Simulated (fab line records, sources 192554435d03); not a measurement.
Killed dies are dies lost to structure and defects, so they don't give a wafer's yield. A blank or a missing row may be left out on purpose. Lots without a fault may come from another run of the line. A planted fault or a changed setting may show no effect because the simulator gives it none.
Chamber matching | flow n5_finfet | N5_BEOL_M0_SAQP_SPACER1_ETCHBACK_99 on rie_diel-06: 3 sister chambers
The step etches SiO2 in CHF3/O2, target depth 15.4 nm, time 7.7 s. 3 wafers are shown with their chamber, then 7 later ones without.

WAFERS WITH THEIR CHAMBER
wafer  | chamber | showerhead_plenum_p_Torr (Torr)
L079.6 | 2       | 2.52
L080.6 | 1       | 2.46
L081.1 | 3       | 2.29

WAFERS WITHOUT THEIR CHAMBER
wafer  | showerhead_plenum_p_Torr (Torr)
L081.6 | 2.46
L083.1 | 2.52
L083.3 | 2.46
L083.5 | 2.52
L096.1 | 2.28
L096.2 | 2.51
L096.3 | 2.45

WHICH CHAMBER EACH WENT THROUGH
wafer  | from the rows above | in truth
L081.6 | 1                   | 1
L083.1 | 2                   | 2
L083.3 | 1                   | 1
L083.5 | 2                   | 2
L096.1 | 3                   | 3
L096.2 | 2                   | 2
L096.3 | 1                   | 1
Placed correctly: 7 of 7. Can't be placed from these rows: 0. Placed wrongly: 0.
How it was worked out, from the rows above alone: a wafer's distance from a chamber is the root of the sum, over the readings, of the square of ((its reading less the chamber's mean) divided by the reading's scatter). The wafer belongs to the nearest chamber; if the next one is less than 2 further off, it can't be placed. A chamber's mean is the mean of its shown wafers. The scatter: with one shown wafer a chamber, the root of the mean of the squares of how far each hidden wafer lies from its nearest shown one.
